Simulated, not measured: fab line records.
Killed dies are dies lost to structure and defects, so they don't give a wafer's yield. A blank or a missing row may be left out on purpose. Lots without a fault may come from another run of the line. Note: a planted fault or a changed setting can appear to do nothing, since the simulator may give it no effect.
One fault seen from 3 desks || flow n5Finfet || what lay behind the numbers comes last; until then each desk has only its own

THE METROLOGY DESK
What the gauges read for every lot (on any tool): the sampled wafers with a number, averaged. A lot is out of limits, marked OUT, if its mean lies more than 4 standard deviations from the usual mean; the brackets give that distance.
Columns: A = cdNm at N5_BEOL_M9_CD_MEAS_11, usual 64.1 nm
{"lot": "L776", "first seen here": "day 9 02:10", "A": 63.9}
{"lot": "L778", "first seen here": "day 9 07:50", "A": 64.3}
{"lot": "L777", "first seen here": "day 9 08:28", "A": 63.9}
{"lot": "L779", "first seen here": "day 10 02:26", "A": 64.8}
{"lot": "L780", "first seen here": "day 10 12:05", "A": 63.9}
{"lot": "L782", "first seen here": "day 10 12:29", "A": 64.0}
{"lot": "L788", "first seen here": "day 12 06:31", "A": 64.3}
{"lot": "L790", "first seen here": "day 12 18:59", "A": 63.8}
{"lot": "L793", "first seen here": "day 13 03:21", "A": 63.8}
{"lot": "L795", "first seen here": "day 13 15:58", "A": 64.2}
{"lot": "L796", "first seen here": "day 13 18:50", "A": 64.1}
{"lot": "L798", "first seen here": "day 14 20:15", "A": 64.2}
{"lot": "L799", "first seen here": "day 15 06:01", "A": 64.4}
Result from this desk: across the 13 lots, nothing is out of limits.

THE DEFECT DESK
Inspection counts along the route, by lot: the mean over sampled wafers that carry a number. A lot is out of limits, marked OUT, if its mean lies more than 4 standard deviations from the usual mean; the brackets give that distance.
Columns: A = rawDefectCount at N5_BEOL_M8_INSPECT_58, usual 68; B = rawDefectCount at N5_BEOL_M9_INSPECT_13, usual 399
{"lot": "L776", "first seen here": "day 8 23:57", "A": 77, "B": 456}
{"lot": "L778", "first seen here": "day 9 04:14", "A": 53, "B": 434}
{"lot": "L777", "first seen here": "day 9 04:34", "A": 48, "B": 336}
{"lot": "L779", "first seen here": "day 10 00:46", "A": 42, "B": 249}
{"lot": "L780", "first seen here": "day 10 10:08", "A": 78, "B": 380}
{"lot": "L782", "first seen here": "day 10 11:01", "A": 52, "B": 260}
{"lot": "L788", "first seen here": "day 12 03:46", "A": 102, "B": 463}
{"lot": "L790", "first seen here": "day 12 16:39", "A": 60, "B": 415}
{"lot": "L793", "first seen here": "day 13 00:57", "A": 70, "B": 281}
{"lot": "L795", "first seen here": "day 13 14:17", "A": 75, "B": 303}
{"lot": "L796", "first seen here": "day 13 17:20", "A": 60, "B": 401}
{"lot": "L798", "first seen here": "day 14 18:14", "A": 56, "B": 479}
{"lot": "L799", "first seen here": "day 15 04:03", "A": 56, "B": 473}
Result from this desk: across the 13 lots, nothing is out of limits.

FOR THE TOOL OWNER'S DESK: lithoTrack-01
The tool's own readings at N5_BEOL_M9_COAT_60 (time 60 s, resist thk 30 nm): means of the sampled wafers that have a number, for each lot that ran on this tool. A lot is out of limits, marked OUT, if its mean lies more than 4 standard deviations from the usual mean; the brackets give that distance.
Columns: A = spinSpeedRpm at N5_BEOL_M9_COAT_60, usual 1500.0 rpm
{"lot": "L776", "first seen here": "day 9 01:56", "A": 1499.5}
{"lot": "L778", "first seen here": "day 9 07:28", "A": 1499.9}
{"lot": "L779", "first seen here": "day 10 02:11", "A": "1666.4 (+99 or more) OUT"}
{"lot": "L782", "first seen here": "day 10 12:03", "A": "1666.5 (+99 or more) OUT"}
{"lot": "L790", "first seen here": "day 12 18:45", "A": 1498.8}
{"lot": "L795", "first seen here": "day 13 15:36", "A": 1500.2}
{"lot": "L798", "first seen here": "day 14 19:53", "A": 1500.2}
Finding of this desk: L779, L782 out of limits; the first was L779 at day 10 02:11, on spinSpeedRpm at N5_BEOL_M9_COAT_60. In limits: L776, L778, L790, L795, L798.

ALL TOGETHER
On L779, L782, at day 10 02:11, an alarm was possible from the tool owner's desk.
From the metrology desk's view, nothing was out of limits.
No out-of-limits result turned up at the defect desk.
The metrology desk holds a record of L779, L782, inside its limits.
The defect desk has L779, L782 on record, within its limits.
On lithoTrack-01, each named lot ran N5_BEOL_M9_COAT_60.

WHAT HAD BEEN PUT IN BY THE SIMULATOR
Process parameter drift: lithoTrack-01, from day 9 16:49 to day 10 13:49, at N5_BEOL_M9_COAT_60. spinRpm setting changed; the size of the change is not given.
Shown lots that were struck: L779, L782.
Each desk's first reading out of limits, in hours after the fault started: the tool owner's desk, 9.
